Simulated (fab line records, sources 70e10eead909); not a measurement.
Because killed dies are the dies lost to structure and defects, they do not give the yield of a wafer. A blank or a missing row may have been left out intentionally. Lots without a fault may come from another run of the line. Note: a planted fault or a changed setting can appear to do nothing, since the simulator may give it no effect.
fab line records	flow nand_harc
record lots=6	wafers=17	last_day=25
route steps=1159 shown A_CHANNEL_HOLE_D1@457 END@1159
lots that met no fault: from a run of the same line without faults
start_h: the number of hours between the record's first day and the start of the first shown wafer of the lot	wait_h: hours elapsed since this lot's preceding step	" as in the row above	L1.1+2: a row that stands for several wafers	- no value, or no start given	* or withheld: withheld	< > ~ a bound
route shown NAME@n: names a module that has steps shown in the file, with the first one's number in the route	usual: the fault-free wafers' mean and standard deviation	same: alike in all rows	chamber/n: place in a boat	sites: each site's reading	_std_site: how widely they spread, as a standard deviation	_edge_site: the outer-site mean with the inner-site mean subtracted	radius_mm: how far each site lies from the wafer's centre	mask NAME#n: copy n	behind: tool/chamber where the wafer was last shaped	hold: the reason the lot was held/the length of the hold in hours/how it ended	device: transistor that didn't switch, given as n, p or np	end of line: at the end of the route, the tests of the same wafers	a step with no rows: only its recipe	killed: dies that structure and defects cost at the first sort, which is not the same as the wafer's yield	map: dies across one wafer; x = killed, . = not, _ = none there
set.NAME: the setting that was run; set.NAME@STEP: the one run at that earlier step	model.NAME: the simulator's own value behind a step, which no gauge read
lots seen at some steps along the route; tables by step, rows by wafer
services: from which hour (start_h, from the record's first day; less than 0 if before it) a tool's chamber was out of use, for how many hours, and why
## steps
# step NHARC_A_CHANNEL_HOLE_D1_SOFTBAKE_05
# recipe temp_c=105	time_s=55
# step NHARC_A_CHANNEL_HOLE_D1_EBR_06
# step NHARC_A_CHANNEL_HOLE_D1_EXPOSE_07
# recipe na=1.35	target_cd_nm=100	sigma_outer=0.3	dose_mj=59.65	mask_id=HOLE_D1
# step NHARC_A_CHANNEL_HOLE_D1_PEB_08
# recipe peb_temp_c=100	peb_time_s=65
# step NHARC_A_CHANNEL_HOLE_D1_DEVELOP_09
# recipe develop_time_s=35	dev_temp_c=23
# step NHARC_A_CHANNEL_HOLE_D1_CD_MEAS_10
# recipe target_cd_nm=100	landing_energy_ev=500
# usual cd_nm=100.2/0.47
lot.wafer	tool	chamber	start_h	wait_h	cd_nm
L751.2	cd_sem-03	0	173.15	-	99.7
L751.3	"	0	"	"	100.1
L751.6	"	0	"	"	100.2
L754.1	cd_sem-01	0	187.46	-	100.4
L754.2	"	0	"	"	100.6
L754.5	"	0	"	"	100.6
L767.2	cd_sem-01	0	269.02	-	101.3
L767.4	"	0	"	"	100.7
L767.5	"	0	"	"	101.4
L769.4	cd_sem-02	0	274.81	-	100.1
L769.5	"	0	"	"	100.3
L774.1	cd_sem-01	0	314.02	-	100.4
L774.2	"	0	"	"	100.1
L774.5	"	0	"	"	100.5
L773.1	cd_sem-01	0	314.44	-	100.5
L773.2	"	0	"	"	100.9
L773.6	"	0	"	"	101.1
# step NHARC_A_CHANNEL_HOLE_D1_OVL_MEAS_11
# usual overlay_x_nm=-0.1/0.82	overlay_y_nm=0.0/1
lot.wafer	tool	chamber	start_h	wait_h	overlay_x_nm	overlay_y_nm
L751.2	overlay-01	-	173.23	-	-0.2	2.9
L751.3	"	-	"	"	-0.3	2.9
L751.6	"	-	"	"	0.2	2.9
L754.1	overlay-01	-	187.56	-	0.2	0.2
L754.2	"	-	"	"	0.0	0.0
L754.5	"	-	"	"	-1.3	0.1
L767.2	overlay-02	-	269.10	-	-0.5	-1.7
L767.4	"	-	"	"	-0.8	-1.6
L767.5	"	-	"	"	-0.7	-1.1
L769.4	overlay-02	-	274.90	-	-0.8	-0.2
L769.5	"	-	"	"	-0.2	0.4
L774.1	overlay-02	-	314.11	-	1.3	-0.6
L774.2	"	-	"	"	1.3	-0.7
L774.5	"	-	"	"	1.1	-0.5
L773.1	overlay-02	-	314.53	-	-0.1	-1.2
L773.2	"	-	"	"	-0.6	-0.6
L773.6	"	-	"	"	-0.2	-1.4
# step NHARC_A_CHANNEL_HOLE_D1_INSPECT_12
# usual raw_defect_count=5.3/2.7
lot.wafer	tool	chamber	start_h	wait_h	raw_defect_count
L751.2	defect_inspect-02	-	173.27	0.0	4
L751.3	"	-	"	"	4
L751.6	"	-	"	"	3
L754.1	defect_inspect-02	-	187.59	0.0	7
L754.2	"	-	"	"	5
L754.5	"	-	"	"	2
L767.2	defect_inspect-02	-	269.14	0.0	5
L767.4	"	-	"	"	5
L767.5	"	-	"	"	2
L769.4	defect_inspect-01	-	274.93	0.0	1
L769.5	"	-	"	"	3
L774.1	defect_inspect-01	-	314.15	0.0	7
L774.2	"	-	"	"	4
L774.5	"	-	"	"	9
L773.1	defect_inspect-01	-	314.57	0.0	13
L773.2	"	-	"	"	8
L773.6	"	-	"	"	6
# step NHARC_A_CHANNEL_HOLE_D1_DESCUM_15
# recipe time_s=3	o2_flow_sccm=200	ar_flow_sccm=0	bias_power_w=0	chemistry=O2
# usual drypump_motor_current_A=5.91/0.29	oes_product_au=1.001/0.0076	rf_vpp_V=57.8/0.96	showerhead_plenum_p_Torr=1.93/0.08	throttle_valve_pct=11.311/0.0093
# same bias_power_w=0	time_s=3
lot.wafer	tool	chamber	start_h	wait_h	drypump_motor_current_A	oes_product_au	rf_hours_counter_h	rf_vpp_V	showerhead_plenum_p_Torr	throttle_valve_pct
L751.3	rie_diel-10	1	173.33	0.1	5.23	1.005	14	56.7	1.95	11.310
L751.2	"	3	"	"	5.93	0.995	12	54.9	1.79	11.309
L751.6	"	2	"	"	5.99	1.003	-	57.0	1.84	11.318
L754.2	rie_diel-11	1	187.66	0.1	6.26	0.999	11	57.1	1.84	11.310
L754.1	"	2	"	"	5.88	0.998	10	57.4	2.02	11.316
L754.5	"	2	"	"	5.91	1.004	-	57.5	2.02	11.304
L767.4	rie_diel-10	1	269.20	0.1	5.20	0.996	8	60.1	1.94	11.311
L767.2	"	0	"	"	5.80	1.002	8	57.2	2.00	11.310
L767.5	"	1	"	"	5.22	1.008	-	56.5	1.94	11.309
L769.4	rie_diel-10	2	275.01	0.1	5.99	1.001	8	58.2	1.83	11.302
L769.5	"	0	"	"	5.81	1.009	-	59.3	2.00	11.310
L774.2	rie_diel-11	0	314.22	0.1	6.07	0.999	9	58.5	1.89	11.323
L774.1	"	2	"	"	5.85	1.005	6	57.9	2.02	11.319
L774.5	"	3	"	"	6.04	0.996	-	56.6	1.98	11.301
L773.1	rie_diel-03	0	314.63	0.1	5.70	0.989	4	57.0	1.90	11.301
L773.2	"	1	"	"	6.15	1.005	5	57.9	1.95	11.311
L773.6	"	1	"	"	6.14	0.992	-	58.3	1.95	11.326
# step NHARC_A_CHANNEL_HOLE_D1_ETCH_38
# recipe target_depth_a=390	over_etch_frac=0.3	time_s=65	ion_energy_ev=80	cf4_flow_sccm=150	ar_flow_sccm=0	rf_w=300	bias_w=100	chemistry=CF4
# usual drypump_motor_current_A=5.92/0.28	oes_product_au=1.001/0.009	rf_fwd_power_W=297.8/1	rf_vpp_V=151.3/1.1	run_length_s=86.1/0.47	showerhead_plenum_p_Torr=1.78/0.071	throttle_valve_pct=13.283/0.0088
# same time_s=65
lot.wafer	tool	chamber	start_h	wait_h	drypump_motor_current_A	oes_product_au	rf_fwd_power_W	rf_hours_counter_h	rf_vpp_V	run_length_s	showerhead_plenum_p_Torr	throttle_valve_pct
L751.3	rie_diel-10	3	173.42	0.1	5.92	0.993	298.9	12	149.8	85.8	1.66	13.276
L751.2	"	1	"	"	5.15	1.013	298.8	14	152.1	85.5	1.80	13.284
L751.6	"	2	"	"	5.99	1.004	298.4	-	149.4	86.2	1.70	13.295
L754.1	rie_diel-11	3	187.76	0.1	6.07	1.004	296.9	11	151.8	86.4	1.83	13.287
L754.2	"	2	"	"	5.88	0.999	297.5	10	152.3	86.5	1.86	13.288
L754.5	"	2	"	"	5.91	1.006	298.6	-	151.6	86.3	1.86	13.274
L767.4	rie_diel-10	2	269.29	0.1	5.97	1.007	296.0	7	150.4	86.1	1.70	13.296
L767.2	"	1	"	"	5.19	1.005	299.1	8	150.4	85.6	1.80	13.276
L767.5	"	2	"	"	5.98	1.011	296.7	-	151.2	86.1	1.70	13.279
L769.4	rie_diel-10	2	275.10	0.1	5.99	1.009	296.7	8	149.2	86.1	1.70	13.275
L769.5	"	3	"	"	5.93	1.003	296.9	-	149.7	85.8	1.66	13.271
L774.1	rie_diel-11	3	314.31	0.1	6.05	1.001	296.8	7	150.5	86.7	1.82	13.303
L774.2	"	0	"	"	6.07	0.992	299.8	9	151.0	86.1	1.75	13.300
L774.5	"	1	"	"	6.21	0.995	299.6	-	152.8	86.4	1.70	13.292
L773.1	rie_diel-03	2	314.71	0.1	6.01	1.000	298.3	5	151.2	85.9	1.81	13.280
L773.2	"	1	"	"	6.14	0.996	299.6	5	151.5	86.8	1.80	13.287
L773.6	"	2	"	"	6.02	0.994	297.9	-	152.4	86.4	1.81	13.283
# step NHARC_A_CHANNEL_HOLE_D1_ETCH_39
# recipe target_depth_a=2600	over_etch_frac=0.3	time_s=325	ion_energy_ev=200	n2_flow_sccm=150	h2_flow_sccm=150	ar_flow_sccm=0	rf_w=400	bias_w=150	chemistry=N2/H2
# usual drypump_motor_current_A=5.92/0.28	oes_product_au=1.001/0.0089	rf_fwd_power_W=399.4/1.3	rf_vpp_V=430.9/2.4	run_length_s=346.1/0.45	showerhead_plenum_p_Torr=2.05/0.088	throttle_valve_pct=14.171/0.0084
# same time_s=325
lot.wafer	tool	chamber	start_h	wait_h	drypump_motor_current_A	oes_product_au	rf_fwd_power_W	rf_hours_counter_h	rf_vpp_V	run_length_s	showerhead_plenum_p_Torr	throttle_valve_pct
L751.2	rie_diel-10	3	-	-	5.94	1.001	400.6	12	426.3	345.9	1.90	14.171
L751.3	"	0	"	"	5.80	1.015	398.2	13	432.6	346.7	2.14	14.170
L751.6	"	3	"	"	5.95	1.016	400.4	-	426.5	345.5	1.90	14.176
L754.2	rie_diel-11	1	-	-	6.25	1.003	397.4	11	429.8	346.4	1.96	14.172
L754.1	"	2	"	"	5.94	1.009	399.3	10	433.8	346.5	2.16	14.173
L754.5	"	2	"	"	5.92	1.007	399.2	-	433.3	346.3	2.16	14.175
L767.2	rie_diel-10	2	-	-	6.00	1.020	397.1	7	429.4	346.4	1.95	14.179
L767.4	"	3	"	"	5.97	1.012	398.6	7	426.5	345.8	1.90	14.151
L767.5	"	3	"	"	5.93	1.018	399.3	-	425.8	345.7	1.90	14.178
L769.4	rie_diel-10	3	-	-	5.94	1.011	398.3	8	427.1	345.5	1.90	14.163
L769.5	"	3	"	"	5.94	1.023	401.0	-	426.2	345.6	1.90	14.165
L774.1	rie_diel-11	2	-	-	5.88	0.996	399.0	6	435.7	346.1	2.15	14.168
L774.2	"	3	"	"	6.08	0.994	398.2	7	432.6	346.1	2.11	14.178
L774.5	"	3	"	"	6.12	0.991	398.9	-	433.1	346.3	2.11	14.163
L773.1	rie_diel-03	0	-	-	5.69	0.989	398.6	4	430.7	345.7	2.03	14.170
L773.2	"	1	"	"	6.17	1.007	398.7	5	431.7	346.7	2.08	14.157
L773.6	"	1	"	"	6.16	0.995	399.3	-	432.1	346.6	2.08	14.178
# step NHARC_A_CHANNEL_HOLE_D1_ETCH_34
# recipe target_depth_a=1540	time_s=77	cf4_flow_sccm=100	chf3_flow_sccm=30	ar_flow_sccm=0	rf_w=500	bias_w=200	chemistry=CF4/CHF3
# usual drypump_motor_current_A=5.92/0.27	oes_product_au=0.950/0.023	rf_fwd_power_W=496.6/1.7	rf_vpp_V=370.8/2.2	run_length_s=98.1/0.46	showerhead_plenum_p_Torr=1.58/0.063	throttle_valve_pct=16.803/0.0098
# same time_s=77
lot.wafer	tool	chamber	start_h	wait_h	drypump_motor_current_A	oes_product_au	rf_fwd_power_W	rf_hours_counter_h	rf_vpp_V	run_length_s	showerhead_plenum_p_Torr	throttle_valve_pct
L751.3	rie_diel-10	3	-	-	5.94	0.969	498.2	12	367.7	97.8	1.48	16.801
L751.2	"	0	"	"	5.81	0.993	496.5	13	373.0	98.4	1.65	16.810
L751.6	"	2	"	"	5.97	0.963	495.8	-	368.5	98.0	1.51	16.818
L754.1	rie_diel-11	3	-	-	6.06	0.920	496.1	11	371.4	98.5	1.63	16.794
L754.2	"	2	"	"	5.91	0.928	496.8	10	373.8	98.1	1.66	16.808
L754.5	"	3	"	"	6.06	0.905	495.4	-	371.5	98.3	1.63	16.797
L767.4	rie_diel-10	3	-	-	5.94	0.923	496.4	8	367.3	97.7	1.48	16.806
L767.2	"	1	"	"	5.21	0.932	493.8	8	372.1	97.5	1.60	16.800
L767.5	"	3	"	"	5.92	0.926	494.9	-	367.0	97.5	1.48	16.815
L769.4	rie_diel-10	2	-	-	5.95	0.987	494.0	8	368.9	98.0	1.51	16.806
L769.5	"	3	"	"	5.95	0.981	498.4	-	367.0	97.5	1.48	16.797
L774.2	rie_diel-11	2	-	-	5.93	0.973	494.8	7	373.0	98.6	1.65	16.792
L774.1	"	3	"	"	6.08	0.926	495.7	7	374.1	98.5	1.62	16.804
L774.5	"	2	"	"	5.87	0.974	496.9	-	374.1	98.5	1.65	16.801
L773.1	rie_diel-03	3	-	-	6.04	0.917	495.5	5	373.9	97.4	1.68	16.801
L773.2	"	0	"	"	5.68	0.919	496.7	4	370.4	97.5	1.57	16.813
L773.6	"	1	"	"	6.16	0.926	497.7	-	372.3	98.7	1.61	16.795
# step NHARC_A_CHANNEL_HOLE_D1_ETCH_16
# recipe target_depth_a=31000	over_etch_frac=0.3	time_s=806	ion_energy_ev=150	o2_flow_sccm=400	cos_flow_sccm=20	ar_flow_sccm=0	rf_w=500	bias_w=300	chemistry=O2/COS
# usual drypump_motor_current_A=5.92/0.29	oes_product_au=1.000/0.0086	rf_fwd_power_W=500.0/1.5	rf_vpp_V=314.4/2.1	run_length_s=827.1/0.47	showerhead_plenum_p_Torr=3.14/0.12	throttle_valve_pct=28.330/0.0084
lot.wafer	tool	chamber	start_h	wait_h	drypump_motor_current_A	oes_product_au	rf_fwd_power_W	rf_hours_counter_h	rf_vpp_V	run_length_s	showerhead_plenum_p_Torr	throttle_valve_pct
L751.3	rie_diel-10	2	173.92	-	5.98	1.014	500.5	11	312.5	827.0	3.00	28.335
L751.2	"	0	"	"	5.80	1.010	500.8	13	315.9	827.6	3.27	28.327
L751.6	"	1	"	"	5.19	1.003	497.8	-	312.6	827.0	3.17	28.330
L754.1	rie_diel-11	3	188.35	-	6.09	0.992	499.7	11	315.3	827.4	3.23	28.324
L754.2	"	1	"	"	6.26	1.004	498.7	11	312.0	827.5	3.00	28.321
L754.5	"	2	"	"	5.91	0.993	498.4	-	316.9	827.4	3.28	28.324
L767.2	rie_diel-10	1	269.79	-	5.19	1.015	498.5	8	315.4	826.8	3.17	28.338
L767.4	"	2	"	"	5.99	1.012	-	7	312.9	643.3	3.00	28.331
L767.5	"	0	"	"	5.79	1.008	501.7	-	317.9	827.6	3.26	28.329
L769.4	rie_diel-10	3	275.58	-	5.94	1.010	-	8	309.2	642.1	2.93	28.333
L769.5	"	3	"	"	5.95	1.012	497.7	-	310.9	827.1	2.93	28.336
L774.2	rie_diel-11	2	314.74	-	5.91	1.000	500.0	7	316.3	827.2	3.28	28.327
L774.1	"	1	"	"	6.28	1.001	501.2	9	311.5	828.0	3.00	28.323
L774.5	"	2	"	"	5.93	1.002	500.8	-	315.9	827.8	3.28	28.343
L773.1	rie_diel-03	3	315.22	-	6.06	0.986	499.5	5	317.5	826.4	3.34	28.334
L773.2	"	1	"	"	6.16	0.990	498.5	5	315.7	827.7	3.18	28.328
L773.6	"	3	"	"	6.07	0.988	499.5	-	317.6	826.3	3.34	28.329
# step NHARC_A_CHANNEL_HOLE_D1_CD_MEAS_18
# usual cd_nm=100.1/1.4
lot.wafer	tool	chamber	start_h	wait_h	cd_nm
L751.2	cd_sem-01	-	174.44	-	99.1
L751.3	"	-	"	"	100.1
L751.6	"	-	"	"	99.8
L754.1	cd_sem-02	-	188.97	-	100.6
L754.2	"	-	"	"	101.6
L754.5	"	-	"	"	99.9
L767.2	cd_sem-03	-	270.32	-	98.6
L767.4	"	-	"	"	99.1
L767.5	"	-	"	"	101.0
L769.4	cd_sem-01	-	276.10	-	95.7
L769.5	"	-	"	"	100.1
L774.1	cd_sem-02	-	315.32	-	102.7
L774.2	"	-	"	"	99.6
L774.5	"	-	"	"	101.0
L773.1	cd_sem-02	-	315.74	-	100.9
L773.2	"	-	"	"	99.3
L773.6	"	-	"	"	98.8
# step NHARC_END_SORT_01
# recipe temp_c=25
# usual killed_at_array=27/11	killed_at_other=0.7/0.93	killed_at_periphery=2.9/1.9	killed_dies=30/11	killed_open=3.1/1.7	killed_short=1.9/1.3
# same gross_dies=677
lot.wafer	tool	chamber	start_h	wait_h	killed_at_array	killed_at_other	killed_at_periphery	killed_dies	killed_open	killed_short
L767.4	prober-01	0	551.97	3.4	402	1	0	403	2	1
# killed by level:class
L767.4 A_CHANNEL_HOLE_D1:area_etch=365 A_SLIT:chamber_film_flake=15 A_M1:chamber_film_flake=10 A_CHANNEL_HOLE_D1:chamber_film_flake=7 A_CONTACT:chamber_film_flake=2 A_ONON_D1:geometric_particle:short=1 A_ONON_D1:geometric_particle:open=1 A_M0:geometric_particle:open=1
## services
tool	chamber	start_h	hours	kind
rie_diel-10	2	151.03	6.8	repair
rie_diel-10	0	155.56	-	clean
rie_diel-10	1	155.56	-	clean
rie_diel-10	3	155.56	-	clean
rie_diel-10	-	176.56	9.0	pm
rie_diel-10	0	176.56	9.0	vent_cycle
rie_diel-10	1	176.56	9.0	vent_cycle
rie_diel-10	2	176.56	9.0	vent_cycle
rie_diel-10	3	176.56	9.0	vent_cycle
rie_diel-11	2	177.64	3.7	repair
rie_diel-11	0	180.25	10.0	repair
rie_diel-11	-	180.76	0.7	repair
rie_diel-10	0	185.56	-	clean
rie_diel-10	1	185.56	-	clean
rie_diel-10	2	185.56	-	clean
rie_diel-11	-	189.59	9.0	pm
rie_diel-10	2	194.80	4.7	repair
rie_diel-11	3	199.41	2.0	repair
rie_diel-03	-	215.30	9.0	pm
rie_diel-11	-	226.43	1.0	repair
rie_diel-11	3	228.86	19.9	repair
rie_diel-03	0	230.80	11.2	repair
rie_diel-11	2	244.38	20.7	repair
rie_diel-11	2	269.12	8.3	repair
## key
first_sign step=NHARC_A_CHANNEL_HOLE_D1_ETCH_16	reading=run_length_s	direction=down	sigmas=99+	usual=*	struck=*
effect step=NHARC_END_SORT_01	reading=killed_at_array	direction=up	sigmas=34	usual=27	struck=402
more_kills_born_at NHARC_A_CHANNEL_HOLE_D1_ETCH_16@rie_diel-10=365
met_at NHARC_A_CHANNEL_HOLE_D1_ETCH_16
struck_wafers L767.4,L769.4
later_rows_left_out L767.4
sort_left_out L769.4
tester_left_out L767,L769
onset_between 173.92 269.79
fault kind=process_parameter_drift	tool=rie_diel-10	chamber=-	onset_h=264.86	steps=NHARC_A_CHANNEL_HOLE_D1_ETCH_16	channel=time_s	offset=*	shape=step	end_h=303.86	scope=struck_wafers_only	acts_in=*	stated=*
# tester_left_out: of these lots the tester's yield and bins aren't shown, on N5 and GAA mostly nor the transistor test; their killed dies are dies lost to structure and defects alone, not to doping, threshold or leakage, so they don't give the yield
# sort_left_out: the simulated sort isn't trusted on such a fault, so these wafers' sort isn't shown, and their yield isn't known
# later_rows_left_out: the simulator's readings of these wafers behind a module that went badly wrong aren't trusted and aren't shown, but for the sort
